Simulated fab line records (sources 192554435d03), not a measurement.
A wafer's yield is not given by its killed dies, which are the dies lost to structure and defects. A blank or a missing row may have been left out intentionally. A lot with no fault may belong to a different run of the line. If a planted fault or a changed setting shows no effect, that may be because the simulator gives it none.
Chamber matching || flow n5-finfet || N5_BEOL_M2_ILD_DEP_00 on pecvd-01: 3 sister chambers
The step deposits SiOC from DEMS/O2, target thk 79 nm, time 15.3 s. 3 wafers are shown with their chamber, then 8 later ones without.

WAFERS PAIRED WITH THEIR CHAMBERS
{"wafer": "L086.5", "chamber": 2, "throttle-valve-pct (%)": 10.8}
{"wafer": "L087.2", "chamber": 0, "throttle-valve-pct (%)": 11.3}
{"wafer": "L094.1", "chamber": 1, "throttle-valve-pct (%)": 12.1}

WAFERS WHOSE CHAMBER IS MISSING
{"wafer": "L094.2", "throttle-valve-pct (%)": 11.5}
{"wafer": "L094.3", "throttle-valve-pct (%)": 11.0}
{"wafer": "L094.4", "throttle-valve-pct (%)": 11.2}
{"wafer": "L094.5", "throttle-valve-pct (%)": 12.2}
{"wafer": "L094.6", "throttle-valve-pct (%)": 11.4}
{"wafer": "L096.3", "throttle-valve-pct (%)": 12.2}
{"wafer": "L096.5", "throttle-valve-pct (%)": 11.1}
{"wafer": "L096.6", "throttle-valve-pct (%)": 12.2}

WHICH CHAMBER EACH ONE RAN IN
{"wafer": "L094.2", "from the rows above": 0, "in truth": 0}
{"wafer": "L094.3", "from the rows above": "can't be placed: 2 or 0", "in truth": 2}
{"wafer": "L094.4", "from the rows above": 0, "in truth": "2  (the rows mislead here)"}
{"wafer": "L094.5", "from the rows above": 1, "in truth": 1}
{"wafer": "L094.6", "from the rows above": 0, "in truth": 0}
{"wafer": "L096.3", "from the rows above": 1, "in truth": 1}
{"wafer": "L096.5", "from the rows above": "can't be placed: 0 or 2", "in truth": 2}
{"wafer": "L096.6", "from the rows above": 1, "in truth": 1}
5 of 8 placed correctly. Cannot be placed on the basis of these rows: 2; the candidates contain the true chamber in 2. 1 placed wrongly.
How it was worked out, from the rows above alone: a wafer's distance from a chamber is the root of the sum, over the readings, of the square of ((its reading less the chamber's mean) divided by the reading's scatter). If the next closest chamber is less than 2 further off than the closest, the wafer can't be placed; otherwise it belongs to the closest. For every chamber, the mean is computed from those of its wafers that are shown. The scatter: root of mean squared gap, hidden wafer to nearest shown wafer, with one shown wafer a chamber.
